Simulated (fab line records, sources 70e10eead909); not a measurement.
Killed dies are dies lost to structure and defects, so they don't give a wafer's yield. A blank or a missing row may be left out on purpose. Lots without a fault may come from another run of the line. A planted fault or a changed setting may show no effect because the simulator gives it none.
A struck lot beside a sound one | flow nand_harc | 13 steps out of a route of 1302
Sound: wafers L233.2, L233.3, L233.4. Struck: wafers L240.1, L240.2, L240.6. The cause comes at the end.
At each step with rows: each side's tool, then ch and its chambers, then its first start. Under that, the readings that differ: sound wafers | struck wafers | difference of the means | sigmas: that difference in standard deviations of wafers without a fault.
alike: readings whose means differ by less than 2 such deviations, and words and numbers that are the same on both sides. not compared: withheld readings, readings that some wafer has no value for, bounds like >300 that may hide the same value, and numbers for which the record gives no deviation and whose values overlap.
The two part at a step that has a row with sigmas, a row that says differs or no value, or rows on one side only. Numbers that don't overlap but have no deviation are shown without sigmas and don't part them. A reading that every wafer of one side lacks parts them only if that side has two wafers or more.

first, 2 steps without rows for these wafers: NHARC_A_STAIRCASE_TRIM_191 (chemistry O2, time 211.2 s); NHARC_A_STAIRCASE_ETCH_192 (etches the open film in C4F8/O2, target depth 100 nm, time 40.5 s).
NHARC_A_STAIRCASE_TRIM_193: chemistry O2, time 211.2 s.
  sound on rie_diel-07 ch 0,2,3; struck on rie_diel-06 ch 1,2,3
  alike: chamber_pressure_mTorr, drypump_motor_current_A, oes_product_au, rf_vpp_V, showerhead_plenum_p_Torr, throttle_valve_pct
  not compared: rf_hours_counter_h
NHARC_A_STAIRCASE_ETCH_194: etches the open film in C4F8/O2, target depth 100 nm, time 40.5 s.
  sound on rie_diel-07 ch 0,2,3; struck on rie_diel-06 ch 2,3
  alike: bias_w, chamber_pressure_mTorr, oes_product_au, rf_vpp_V, run_length_s
  not compared: rf_hours_counter_h
then, 1 step without rows for these wafers: NHARC_A_STAIRCASE_TRIM_196 (chemistry O2, time 211.2 s).
NHARC_A_STAIRCASE_ETCH_197: etches the open film in C4F8/O2, target depth 100 nm, time 40.5 s.
  sound on rie_diel-07 ch 0,1,2; struck on rie_diel-07 ch 0,1,3
  alike: bias_w, chamber_pressure_mTorr, oes_product_au, rf_vpp_V, run_length_s
  not compared: rf_hours_counter_h
then, 1 step without rows for these wafers: NHARC_A_STAIRCASE_TRIM_198 (chemistry O2, time 211.2 s).
NHARC_A_STAIRCASE_ETCH_199: etches the open film in C4F8/O2, target depth 100 nm, time 40.5 s.
  sound on rie_diel-07 ch 1,2,3; struck on rie_diel-07 ch 1,2
  alike: bias_w, chamber_pressure_mTorr, oes_product_au, rf_vpp_V, run_length_s
  not compared: rf_hours_counter_h
NHARC_A_STAIRCASE_TRIM_200: chemistry O2, time 211.2 s.
  sound on rie_diel-07 ch 0,2,3; struck on rie_diel-07 ch 1,2,3
  alike: chamber_pressure_mTorr, drypump_motor_current_A, oes_product_au, rf_vpp_V, showerhead_plenum_p_Torr, throttle_valve_pct
  not compared: rf_hours_counter_h
then, 2 steps without rows for these wafers: NHARC_A_STAIRCASE_ETCH_201 (etches the open film in C4F8/O2, target depth 100 nm, time 40.5 s); NHARC_A_STAIRCASE_TRIM_202 (chemistry O2, time 211.2 s).
NHARC_A_STAIRCASE_ETCH_203: etches the open film in C4F8/O2, target depth 100 nm, time 40.5 s.
  sound on rie_diel-07 ch 0,1,2, day 18 00:45; struck on rie_diel-07 ch 0,1,3, day 21 01:20
  reading          | sound               | struck         | difference                    | sigmas
  bias_w (W)       | 999.8 1001.4 1002.1 | - - -          | no value on the struck wafers |
  run_length_s (s) | 62.4 62.3 61.9      | 55.4 55.2 55.7 | -6.8                          | -14
  alike: chamber_pressure_mTorr, oes_product_au, rf_vpp_V
  not compared: rf_hours_counter_h
-- the record jumps here: 9 days lie between the struck wafers' starts before and after (it left off in module A_STAIRCASE and takes up again in module END, whose first step shown is number 1302 of the route) --
NHARC_END_SORT_01:
  the record has rows for the struck wafers here (prober-02 ch 0, day 29 15:32) and none for the sound ones

WHERE THEY PART
First at NHARC_A_STAIRCASE_ETCH_203; last, within this record, at NHARC_END_SORT_01.

WHY: what the simulator had put in
Process parameter drift: rie_diel-07, from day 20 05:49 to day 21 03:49, at NHARC_A_STAIRCASE_ETCH_203. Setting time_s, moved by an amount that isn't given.
